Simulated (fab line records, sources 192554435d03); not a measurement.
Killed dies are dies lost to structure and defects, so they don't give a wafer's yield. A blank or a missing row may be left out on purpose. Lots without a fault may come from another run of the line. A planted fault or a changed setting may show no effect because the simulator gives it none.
Which tool did it? | flow n5_finfet | 11 lots, 33 wafers sampled, at 2 steps of a route of 1938

WHAT THE GAUGES READ, wafer by wafer
N5_BEOL_M12_OVL_MEAS_11.
lot  | measured     | on         | V11_OVL (nm)
L238 | day 11 08:23 | overlay-01 | 0 4 -5
L239 | day 11 19:33 | overlay-02 | 10 8 1
L240 | day 12 05:08 | overlay-01 | 3 -3 0
L243 | day 12 17:28 | overlay-01 | 4 2 -2
L245 | day 13 05:10 | overlay-02 | -2 4 5
L251 | day 14 21:07 | overlay-01 | -7 -5 -6
L252 | day 15 02:47 | overlay-01 | 5 0 5
L255 | day 15 18:47 | overlay-01 | -1 -4 4
L256 | day 15 18:45 | overlay-01 | 1 2 0
L257 | day 16 16:20 | overlay-02 | -9 3 -10
L261 | day 16 20:53 | overlay-01 | -2 4 5

WHICH TOOL RAN EACH LOT (tool, then ch and the chambers of the sampled wafers, then the start)
lot  | N5_BEOL_M11_DEGAS_44
L238 | pvd_sputter-01, day 11 05:56
L239 | pvd_sputter-02, day 11 16:52
L240 | pvd_sputter-03, day 12 02:16
L243 | pvd_sputter-01, day 12 14:56
L245 | pvd_sputter-02, day 13 02:07
L251 | pvd_sputter-01, day 14 18:43
L252 | pvd_sputter-01, day 14 23:59
L255 | pvd_sputter-01, day 15 15:56
L256 | pvd_sputter-03, day 15 15:57
L257 | pvd_sputter-01, day 16 14:03
L261 | pvd_sputter-02, day 16 18:26
- N5_BEOL_M11_DEGAS_44: time 60 s.

WHAT THE TOOLS THEMSELVES READ (means of the sampled wafers that have a number; where no wafer has one, the mark that the record gives instead)
N5_BEOL_M11_DEGAS_44.
lot  | tool           | heater_power_w (W)
L238 | pvd_sputter-01 | 349
L239 | pvd_sputter-02 | 321
L240 | pvd_sputter-03 | 345
L243 | pvd_sputter-01 | 304
L245 | pvd_sputter-02 | 339
L251 | pvd_sputter-01 | 287
L252 | pvd_sputter-01 | 348
L255 | pvd_sputter-01 | 260
L256 | pvd_sputter-03 | 348
L257 | pvd_sputter-01 | 305
L261 | pvd_sputter-02 | 322

THE ANSWER, worked out from the rows above alone
Rule: what is usual is taken from the lots themselves. Put in order of their means at a reading, lots are off if they are a third of the lots or fewer, leave a main group of 4 or more, and stand apart from it by a gap of 3 or more times the standard deviation of the main group's means; of several such gaps the widest counts. A main group whose means are all the same, to the digits that the tables above print for the reading, isn't used. A lot without any number at a reading at which 4 lots or more have one is off too. The other lots that the step has rows for count as sound. The gauges are gone through in route order, then the tools' own readings, and for those a lot's mean is taken as printed above. The first step at which some lot is off is used, and at that step the reading that is off furthest; a lot without a number counts as furthest.
No lot is off at any reading shown: from this, nothing can be told.

WHAT THE SIMULATOR HAD PUT IN
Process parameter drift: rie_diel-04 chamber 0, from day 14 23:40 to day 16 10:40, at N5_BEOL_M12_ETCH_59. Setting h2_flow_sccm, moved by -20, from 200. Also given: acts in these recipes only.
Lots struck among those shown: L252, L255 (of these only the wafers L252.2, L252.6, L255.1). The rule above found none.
